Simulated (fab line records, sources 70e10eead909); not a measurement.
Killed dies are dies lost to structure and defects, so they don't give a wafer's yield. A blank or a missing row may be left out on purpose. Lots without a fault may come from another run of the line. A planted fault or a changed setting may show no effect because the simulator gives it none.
A struck lot beside a sound one | flow nand_harc | 22 steps out of a route of 1302
Sound: wafers L832.1, L832.3, L832.5. Struck: wafers L850.2, L850.5, L850.6. The cause comes at the end.
At each step with rows: each side's tool, then ch and its chambers, then its first start. Under that, the readings that differ: sound wafers | struck wafers | difference of the means | sigmas: that difference in standard deviations of wafers without a fault.
alike: readings whose means differ by less than 2 such deviations, and words and numbers that are the same on both sides. not compared: withheld readings, readings that some wafer has no value for, bounds like >300 that may hide the same value, and numbers for which the record gives no deviation and whose values overlap.
The two part at a step that has a row with sigmas, a row that says differs or no value, or rows on one side only. Numbers that don't overlap but have no deviation are shown without sigmas and don't part them. A reading that every wafer of one side lacks parts them only if that side has two wafers or more.

NHARC_P_CONTACT_CVD_23: deposits W, target thk 200 nm, time 557 s.
  sound on cvd_w-01 ch 0,1; struck on cvd_w-02 ch 0,1
  reading            | sound       | struck      | difference | sigmas
  heater_power_w (W) | 455 465 383 | 543 548 545 | +111       | +2
  alike: throttle_valve_pct
NHARC_P_CONTACT_CMP_24: polishes, t overpolish 30 s, target thk 200 nm.
  sound on cmp-03 ch 0,1, day 6 06:10; struck on cmp-03 ch 2,3, day 14 05:15
  alike: motor_current_A, overpolish_run_s, retaining_ring_pressure_frac, slurry_filter_dp_kPa, time_to_endpoint_s
then, 1 step without rows for these wafers: NHARC_P_CONTACT_SRD_26.
NHARC_P_CONTACT_INSPECT_27:
  sound on defect_inspect-02, day 6 06:32; struck on defect_inspect-02, day 14 05:38
  alike: raw_defect_count
then, 7 steps without rows for these wafers: NHARC_P_M0_DEP_00 (deposits SiOC, target thk 150 nm); NHARC_P_M0_DEHYDRATE_01 (time 120 s); NHARC_P_M0_HMDS_02 (time 30 s); NHARC_P_M0_COAT_33 (time 65 s); NHARC_P_M0_COAT_03 (resist thk 90 nm); NHARC_P_M0_SOFTBAKE_04 (time 55 s); NHARC_P_M0_EBR_05.
NHARC_P_M0_EXPOSE_06: exposes mask P M0, target cd 90 nm.
  sound on arfi_scanner-01 ch 0, day 6 07:17; struck on arfi_scanner-02 ch 0, day 14 06:23
  reading              | sound             | struck            | difference | sigmas
  exposure_dose_mJ_cm2 | 81.24 81.27 81.39 | 74.33 74.46 74.38 | -6.91      | -91
  alike: mask, focus_offset_nm
then, 2 steps without rows for these wafers: NHARC_P_M0_PEB_07 (peb time 65 s); NHARC_P_M0_DEVELOP_08 (develop time 35 s).
NHARC_P_M0_CD_MEAS_09: target cd 90 nm.
  sound on cd_sem-02 ch 0, day 6 07:26; struck on cd_sem-02 ch 0, day 14 06:32
  reading    | sound          | struck         | difference | sigmas
  cd_nm (nm) | 89.5 90.0 90.4 | 83.8 84.0 83.9 | -6.1       | -12
NHARC_P_M0_OVL_MEAS_10: pitch 180 nm.
  sound on overlay-02, day 6 07:31; struck on overlay-01, day 14 06:37
  reading           | sound       | struck         | difference | sigmas
  overlay_y_nm (nm) | 0.6 0.3 0.3 | -1.0 -1.3 -1.7 | -1.7       | -2
  alike: overlay_x_nm
NHARC_P_M0_INSPECT_11:
  sound on defect_inspect-01, day 6 07:34; struck on defect_inspect-02, day 14 06:39
  alike: raw_defect_count
NHARC_P_M0_DESCUM_14: chemistry O2, time 3 s.
  sound on rie_diel-03 ch 1,3, day 6 07:38; struck on rie_diel-01 ch 1,2, day 14 06:43
  reading               | sound             | struck            | difference | sigmas
  oes_product_au (a.u.) | 1.014 1.006 1.006 | 0.992 0.995 0.992 | -0.016     | -2
  model.P_M0.cd_nm (nm) | 89.68 89.46 90.18 | 84.13 84.51 83.99 | -5.56      |
  alike: drypump_motor_current_A, o2_flow_sccm, rf_vpp_V, showerhead_plenum_p_Torr, throttle_valve_pct
  not compared: rf_hours_counter_h
NHARC_P_M0_ETCH_34: etches the open film in N2/H2, target depth 40 nm, overetch 12 nm, time 43.94 s.
  sound on rie_diel-03 ch 0,2, day 6 07:42; struck on rie_diel-01 ch 0,1, day 14 06:49
  alike: drypump_motor_current_A, h2_flow_sccm, oes_product_au, rf_vpp_V, showerhead_plenum_p_Torr, throttle_valve_pct
  not compared: rf_hours_counter_h
NHARC_P_M0_ETCH_15: etches the open film in C4F8/Ar, target depth 150 nm, overetch 15 nm, time 82.5 s.
  sound on rie_diel-03 ch 1,2,3; struck on rie_diel-01 ch 0,3
  reading               | sound             | struck            | difference | sigmas
  model.P_M0.cd_nm (nm) | 89.73 89.25 89.82 | 84.34 84.05 84.17 | -5.41      |
  alike: oes_product_au, rf_vpp_V
  not compared: rf_hours_counter_h
NHARC_P_M0_CD_MEAS_16:
  sound on cd_sem-02, day 6 07:55; struck on cd_sem-02, day 14 07:01
  reading    | sound          | struck         | difference | sigmas
  cd_nm (nm) | 90.0 89.2 89.8 | 84.2 84.2 84.2 | -5.5       | -8
-- the record jumps here: 18 days lie between the struck wafers' starts before and after (it left off in module P_M0 and takes up again in module END, whose first step shown is number 1302 of the route) --
NHARC_END_SORT_01:
  the record has rows for the struck wafers here (prober-01 ch 0, day 32 10:10) and none for the sound ones

WHERE THEY PART
First at NHARC_P_CONTACT_CVD_23; last, within this record, at NHARC_END_SORT_01.

WHY: what the simulator had put in
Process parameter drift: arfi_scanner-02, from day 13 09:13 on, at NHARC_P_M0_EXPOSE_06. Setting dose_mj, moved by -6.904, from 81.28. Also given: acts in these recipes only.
